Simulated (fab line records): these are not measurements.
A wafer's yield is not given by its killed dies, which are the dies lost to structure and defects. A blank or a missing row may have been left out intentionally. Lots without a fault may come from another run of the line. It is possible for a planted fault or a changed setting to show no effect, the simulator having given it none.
Chamber matching	flow n5_finfet	N5_SDB_CMP_30 on cmp-04 has 4 sister chambers
The step polishes, stops on poly-Si, t overpolish 1.54 s, target thk 30 nm. 4 wafers are shown with their chamber, then 10 later ones without.

== EACH WAFER AND ITS CHAMBER ==
wafer	chamber	motor_current_A (A)
L085.3	3	14.0
L087.2	1	13.2
L089.1	0	12.2
L089.2	2	13.2

== WAFERS WITHOUT THEIR CHAMBER ==
wafer	motor_current_A (A)
L089.6	13.6
L092.2	13.0
L092.3	11.6
L092.6	11.7
L093.2	11.3
L093.5	11.8
L093.6	13.9
L097.2	11.8
L097.4	13.4
L097.5	12.7

== CHAMBER TAKEN BY EACH ==
wafer	from the rows above	in truth
L089.6	can't be placed: 1 or 2 or 3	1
L092.2	can't be placed: 1 or 2 or 0 or 3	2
L092.3	0	0
L092.6	0	0
L093.2	0	0
L093.5	0	0
L093.6	can't be placed: 3 or 1 or 2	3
L097.2	0	0
L097.4	can't be placed: 1 or 2 or 3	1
L097.5	can't be placed: 0 or 1 or 2 or 3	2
Placed correctly: 5 of 10. Unplaceable from these rows: 5, with the true chamber sitting among the candidates in 5. Placed wrongly: 0.
How it was worked out, from the rows above alone: a wafer's distance from a chamber is the root of the sum, over the readings, of the square of ((its reading less the chamber's mean) divided by the reading's scatter). If the next closest chamber is less than 2 further off than the closest, the wafer can't be placed; otherwise it belongs to the closest. Each chamber's mean is taken over the wafers shown for it. The scatter (one wafer shown for each chamber): square how far every hidden wafer sits from the nearest shown wafer, average those squares and take the square root.
